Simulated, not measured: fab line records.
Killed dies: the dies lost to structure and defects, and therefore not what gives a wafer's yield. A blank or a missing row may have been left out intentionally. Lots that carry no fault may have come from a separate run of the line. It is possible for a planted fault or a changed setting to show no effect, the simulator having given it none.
A struck lot beside a sound one -- flow nand harc -- 14 out of 1302 route steps
Sound: these wafers, L288.4, L288.5, L288.6. Wafers L290.3, L290.4, L290.6 were the ones struck. The cause is given at the end.
Order at every step that has rows: each side's tool, ch and its chambers, its first start. Under that, the readings that differ: sound wafers -- struck wafers -- difference of the means -- sigmas: that difference in standard deviations of wafers without a fault.
alike: readings whose means differ by less than 2 such deviations, and words and numbers that are the same on both sides. not compared: withheld readings, readings that some wafer has no value for, bounds like >300 that may hide the same value, and numbers for which the record gives no deviation and whose values overlap.
Wherever a step has rows on one side only, a row that says differs or no value, or a row with sigmas, the two part there. Numbers that don't overlap but have no deviation are shown without sigmas and don't part them. Lack of a reading on every wafer of one side parts them only where that side has two or more wafers.

first, 1 step without rows for these wafers: NHARC_A_ONON_D1_DEP_03 (target thk 1000 nm).
NHARC_A_ONON_D1_THK_MEAS_05: measures by ellipsometry.
  sound on film metro-01 at day 9 09:04; struck on film metro-01 at day 10 10:09
  alike: thk nm
after that, 1 step with no rows for these wafers: NHARC_A_ONON_D1_DEP_06 (target thk 1000 nm).
NHARC_A_ONON_D1_THK_MEAS_08: measures by ellipsometry.
  sound on film metro-02 at day 9 09:38; struck on film metro-01 at day 10 10:43
  alike: thk nm
after that, 1 step with no rows for these wafers: NHARC_A_ONON_D1_DEP_09 (target thk 1000 nm).
NHARC_A_ONON_D1_THK_MEAS_11: measures by ellipsometry.
  sound on film metro-02 at day 9 10:11; struck on film metro-01 at day 10 11:17
  alike: thk nm
after that, 1 step with no rows for these wafers: NHARC_A_ONON_D1_DEP_12 (target thk 1000 nm).
NHARC_A_ONON_D1_THK_MEAS_14: measures by ellipsometry.
  sound on film metro-01 at day 9 10:46; struck on film metro-01 at day 10 11:52
  alike: thk nm
then, 2 steps without rows for these wafers: NHARC_A_ONON_D1_ANNEAL_15 (time 3600 s); NHARC_A_ONON_D1_DEP_16 (target thk 1000 nm).
NHARC_A_ONON_D1_THK_MEAS_18: measures by ellipsometry.
  sound on film metro-02 at day 9 18:35; struck on film metro-02 at day 10 20:19
  alike: thk nm
NHARC_A_ONON_D1_DEP_19: target thk 1000 nm.
  sound on pecvd onon-02 ch 0, day 9 18:49; struck on pecvd onon-02 ch 0, day 10 20:29
NHARC_A_ONON_D1_THK_MEAS_21: measures by ellipsometry.
  sound on film metro-02 at day 9 19:10; struck on film metro-02 at day 10 20:53
reading,sound,struck,difference,sigmas
thk nm (nm),995 995 995,969 969 969,-26,-3
after that, 1 step with no rows for these wafers: NHARC_A_ONON_D1_DEP_22 (target thk 1000 nm).

## WHERE THEY PART
Within this record, at NHARC_A_ONON_D1_THK_MEAS_21 only.

WHY: what had been put in by the simulator
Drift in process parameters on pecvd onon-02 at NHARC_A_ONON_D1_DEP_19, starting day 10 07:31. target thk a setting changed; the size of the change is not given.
